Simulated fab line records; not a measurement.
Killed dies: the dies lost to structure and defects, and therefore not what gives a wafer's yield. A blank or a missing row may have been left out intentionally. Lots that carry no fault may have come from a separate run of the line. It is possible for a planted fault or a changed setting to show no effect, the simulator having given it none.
Matching of chambers | flow nand-harc | 4 sister chambers for NHARC_P_STI_DESCUM_14 on rie-diel-09
The step chemistry O2, time 3 s. 18 wafers are shown with their chamber, then 9 later ones without.

## WAFERS WITH THEIR CHAMBER
wafer  | chamber | showerhead-plenum-p-Torr (Torr) | drypump-motor-current-A (A) | rf-vpp-V (V)
L074.1 | 2       | 2.00                            | 5.1                         | 60.4
L074.2 | 0       | 2.06                            | 5.4                         | 59.8
L074.3 | 1       | 1.79                            | 6.0                         | 56.4
L074.4 | 3       | 2.00                            | 6.0                         | 58.0
L074.5 | 0       | 2.06                            | 5.4                         | 58.5
L074.6 | 1       | 1.79                            | 6.1                         | 56.4
L080.1 | 0       | 2.06                            | 5.4                         | 60.2
L080.4 | 1       | 1.79                            | 6.0                         | 56.2
L080.6 | 2       | 2.00                            | 5.1                         | 58.2
L082.1 | 3       | 2.00                            | 6.0                         | 58.9
L082.2 | 0       | 2.06                            | 5.4                         | 57.6
L082.4 | 2       | 2.00                            | 5.1                         | 59.7
L085.2 | 1       | 1.78                            | 6.0                         | 58.4
L085.3 | 2       | 2.00                            | 5.1                         | 59.5
L085.5 | 3       | 2.00                            | 6.0                         | 57.2
L092.1 | 1       | 1.78                            | 6.0                         | 56.3
L092.4 | 3       | 2.00                            | 6.0                         | 58.9
L092.5 | 1       | 1.78                            | 6.0                         | 58.5

SIGNATURES (averages over the wafers above)
reading                  | chamber 0 | chamber 1 | chamber 2 | chamber 3 | scatter within a chamber
showerhead-plenum-p-Torr | 2.0600    | 1.7850    | 2.0000    | 2.0000    | 0.00327
drypump-motor-current-A  | 5.400     | 6.017     | 5.100     | 6.000     | 0.0244
rf-vpp-V                 | 59.025    | 57.033    | 59.450    | 58.250    | 1.03
Rule: for each reading, subtract the chamber's mean from the wafer's reading, divide by that reading's scatter and square the result; add these up over the readings and take the root, which gives the wafer's distance from the chamber. If the next closest chamber is less than 2 further off than the closest, the wafer can't be placed; otherwise it belongs to the closest. How the scatter is found: for the shown wafers, subtract from each reading the mean of its chamber, square and add these, divide the total by (wafers less chambers), then take the root.

## WAFERS WITHOUT THEIR CHAMBER
wafer  | showerhead-plenum-p-Torr (Torr) | drypump-motor-current-A (A) | rf-vpp-V (V)
L094.2 | 2.00                            | 6.0                         | 56.3
L094.3 | 2.00                            | 5.1                         | 58.0
L094.5 | 1.78                            | 6.0                         | 56.2
L095.3 | 2.00                            | 5.1                         | 58.0
L095.4 | 2.05                            | 5.4                         | 59.1
L095.5 | 2.05                            | 5.4                         | 57.9
L097.2 | 2.00                            | 6.0                         | 59.5
L097.4 | 1.78                            | 6.0                         | 56.5
L097.6 | 2.00                            | 5.1                         | 57.4

## CHAMBER TAKEN BY EACH
wafer  | from the rows above | in truth
L094.2 | 3                   | 3
L094.3 | 2                   | 2
L094.5 | 1                   | 1
L095.3 | 2                   | 2
L095.4 | 0                   | 0
L095.5 | 0                   | 0
L097.2 | 3                   | 3
L097.4 | 1                   | 1
L097.6 | 2                   | 2
Placed correctly: 9 of 9. Can't be placed from these rows: 0. Number placed wrongly: 0.
